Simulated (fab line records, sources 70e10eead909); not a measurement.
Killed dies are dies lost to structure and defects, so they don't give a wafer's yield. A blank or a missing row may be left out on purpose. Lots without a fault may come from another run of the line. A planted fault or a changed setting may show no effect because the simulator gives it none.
Chamber matching | flow nand_harc | NHARC_A_CHANNEL_HOLE_D1_ETCH_38 on rie_diel-13: 4 sister chambers
The step etches the open film in CF4, target depth 39 nm, time 65 s. 14 wafers are shown with their chamber, then 7 later ones without.

WAFERS WITH THEIR CHAMBER
wafer  | chamber | drypump_motor_current_A (A) | oes_product_au (a.u.) | rf_vpp_V (V)
L074.3 | 0       | 5.2                         | 1.001                 | 152.1
L074.4 | 3       | 5.6                         | 0.990                 | 150.9
L074.5 | 3       | 5.6                         | 0.995                 | 149.5
L075.2 | 1       | 5.9                         | 0.998                 | 151.6
L075.4 | 3       | 5.5                         | 0.983                 | 149.7
L075.5 | 2       | 5.2                         | 0.995                 | 151.0
L077.1 | 2       | 5.2                         | 0.992                 | 148.9
L077.4 | 3       | 5.6                         | 0.998                 | 152.0
L077.5 | 0       | 5.3                         | 1.004                 | 152.0
L081.2 | 1       | 5.9                         | 0.992                 | 150.4
L081.4 | 2       | 5.2                         | 0.997                 | 150.8
L081.6 | 1       | 5.9                         | 0.987                 | 151.8
L086.2 | 0       | 5.2                         | 1.004                 | 152.4
L086.3 | 3       | 5.6                         | 0.992                 | 151.1

SIGNATURES (means of the wafers above)
reading                 | chamber 0 | chamber 1 | chamber 2 | chamber 3 | scatter within a chamber
drypump_motor_current_A | 5.233     | 5.900     | 5.200     | 5.580     | 0.0383
oes_product_au          | 1.00300   | 0.99233   | 0.99467   | 0.99160   | 0.00457
rf_vpp_V                | 152.167   | 151.267   | 150.233   | 150.640   | 0.907
Rule: a wafer's distance from a chamber is the root of the sum, over the readings, of the square of ((its reading less the chamber's mean) divided by the reading's scatter). The wafer belongs to the nearest chamber; if the next one is less than 2 further off, it can't be placed. The scatter: the root of (the sum of the squares of (reading less its chamber's mean) over the shown wafers, divided by (wafers less chambers)).

WAFERS WITHOUT THEIR CHAMBER
wafer  | drypump_motor_current_A (A) | oes_product_au (a.u.) | rf_vpp_V (V)
L086.5 | 5.9                         | 0.996                 | 151.0
L087.2 | 5.2                         | 0.987                 | 151.1
L087.4 | 5.9                         | 0.982                 | 152.7
L087.5 | 5.6                         | 1.005                 | 152.3
L089.3 | 5.6                         | 0.986                 | 151.8
L089.5 | 5.2                         | 0.989                 | 151.4
L089.6 | 5.9                         | 0.981                 | 152.3

WHICH CHAMBER EACH WENT THROUGH
wafer  | from the rows above     | in truth
L086.5 | 1                       | 1
L087.2 | can't be placed: 2 or 0 | 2
L087.4 | 1                       | 1
L087.5 | 3                       | 3
L089.3 | 3                       | 3
L089.5 | can't be placed: 2 or 0 | 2
L089.6 | 1                       | 1
Placed correctly: 5 of 7. Can't be placed from these rows: 2 (the true chamber is among the candidates in 2). Placed wrongly: 0.
